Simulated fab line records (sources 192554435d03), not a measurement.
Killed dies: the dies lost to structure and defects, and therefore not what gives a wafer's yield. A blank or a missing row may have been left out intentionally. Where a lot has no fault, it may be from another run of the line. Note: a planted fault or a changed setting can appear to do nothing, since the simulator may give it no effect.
Chamber matching	flow n5Finfet	3 sister chambers for N5_BEOL_M2_DEP_57 on pecvd-01
The step deposits SiCN from 3MS/NH3, target thk 8 nm, time 14 s. 3 wafers are shown with their chamber, then 7 later ones without.

## WAFERS WITH THEIR CHAMBER
wafer	chamber	throttleValvePct (%)
L090.1	0	8.7
L090.5	1	9.3
L094.4	2	8.7

## WAFERS MISSING THEIR CHAMBER
wafer	throttleValvePct (%)
L094.6	8.8
L095.1	9.1
L095.2	8.6
L095.3	8.6
L095.4	9.0
L095.5	8.8
L095.6	9.0

## WHICH CHAMBER EACH ONE RAN IN
wafer	from the rows above	in truth
L094.6	can't be placed: 0 or 2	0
L095.1	can't be placed: 1 or 0 or 2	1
L095.2	can't be placed: 0 or 2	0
L095.3	can't be placed: 0 or 2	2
L095.4	can't be placed: 0 or 1 or 2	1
L095.5	can't be placed: 0 or 2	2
L095.6	can't be placed: 0 or 1 or 2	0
0 of 7 placed correctly. These rows do not allow placing 7 (true chamber among the candidates in 7). Wrongly placed: 0.
How it was worked out, from the rows above alone: a wafer's distance from a chamber is the root of the sum, over the readings, of the square of ((its reading less the chamber's mean) divided by the reading's scatter). The wafer belongs to the nearest chamber; if the next one is less than 2 further off, it can't be placed. Each chamber's mean is taken over the wafers shown for it. The scatter: root of mean squared gap, hidden wafer to nearest shown wafer, with one shown wafer a chamber.
